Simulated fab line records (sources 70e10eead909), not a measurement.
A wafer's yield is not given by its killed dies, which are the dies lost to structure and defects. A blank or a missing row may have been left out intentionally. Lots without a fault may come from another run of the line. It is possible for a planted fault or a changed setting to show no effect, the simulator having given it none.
Problem report in the 8D (eight disciplines) form, filled by code / flow nand_harc / the parts of the form that need people (team, actions taken, sign-off) are left out

1. THE ISSUE
Mean of spike_tc_lower_C at NHARC_THIN_TSV_ANNEAL_58: 424.8 C across 9 wafers in 3 lots; on wafers with no fault it is 401.1 C (standard deviation 0.92). Measured from the usual mean, that is +26 standard deviations.
The step: time 1800 s.
First observed at day 28 11:47: wafer L115.2, on furnace-07. The record holds 36 wafers of 12 lots with a number at this step. Rule for "out", or "out of limits": more than 4 standard deviations from the usual mean. All remaining wafers that have a number are taken as sound.

2. WHAT THIS IS AND IS NOT
question=which readings at this step | is=spike_tc_lower_C, spike_tc_bottom_C, spike_tc_centre_C, spike_tc_top_C, spike_tc_upper_C | is not=-
question=which lots | is=L115, L117, L118 | is not=L106, L107, L109, L110, L111, L112, L125, L127, L128
question=which wafers of those lots | is=all that have a number | is not=-
question=read on which tools | is=furnace-07 | is not=furnace-02, furnace-06
question=when | is=from day 28 11:47 | is not=up to then (18 sound wafers); but 9 sound wafers of L125, L127, L128 came after

3. SUSPECTS, AND WHAT RULES EACH OUT
Counting: a tool stays on the suspect list if, at a process step up to the reading, it processed all lots that are out and no sound lot following the first of them.
- pvd_sputter-03 at NHARC_THIN_TSV_PRE_CLEAN_50 (time 30 s): ruled out as a lasting fault. Sound lots L127 ran on it after its first lot that is out, L115 (day 28 11:47). NHARC_THIN_TSV_PRE_CLEAN_50 gives no start for some lots, so the hours and the order of its lots are those of NHARC_THIN_TSV_ANNEAL_58.
- furnace-07 at NHARC_THIN_TSV_ANNEAL_58 (time 1800 s): ruled out as a lasting fault. Sound lots L127, L128 ran on it after its first lot that is out, L115 (day 28 11:47).
Left after counting: nothing in the record.

4. THE CAUSE (what the simulator had put in)
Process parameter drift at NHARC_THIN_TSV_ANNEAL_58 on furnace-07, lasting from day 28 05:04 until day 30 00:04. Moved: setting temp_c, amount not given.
Counting ruled it out, wrongly.

5. SEQUENCE OF EFFECTS, ordered by route
One row per reading whose mean, taken over the struck wafers that have a number, lies over 3 standard deviations from the usual. Readings are gone through only where the record gives a usual standard deviation; hours: the median, over the lots, of the time from a lot's start at the first step in this table giving one to that lot's start at this step; sigmas: the change measured in usual standard deviations.
hours=0; step=NHARC_THIN_TSV_ANNEAL_58; reading=spike_tc_bottom_C; usual=419 C; on struck wafers=440; change=+21; sigmas=+5.9
hours=0; step=NHARC_THIN_TSV_ANNEAL_58; reading=spike_tc_centre_C; usual=399.2 C; on struck wafers=422.3; change=+23.1; sigmas=+15
hours=0; step=NHARC_THIN_TSV_ANNEAL_58; reading=spike_tc_lower_C; usual=401.1 C; on struck wafers=424.8; change=+23.7; sigmas=+26
hours=0; step=NHARC_THIN_TSV_ANNEAL_58; reading=spike_tc_top_C; usual=428.2 C; on struck wafers=451.0; change=+22.8; sigmas=+16
hours=0; step=NHARC_THIN_TSV_ANNEAL_58; reading=spike_tc_upper_C; usual=399.0 C; on struck wafers=423.4; change=+24.4; sigmas=+16
It contains these process steps:
- NHARC_THIN_TSV_ANNEAL_58: time 1800 s.
Later steps that measure or inspect, where all struck wafers having a row at the step show a number for every such reading and not one has moved that far: NHARC_END_SORT_01.

6. HOW IT WOULD HAVE BEEN CAUGHT EARLIER
First out-of-limits reading in this record: day 28 11:47, which is 7 hours after fault onset at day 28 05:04.
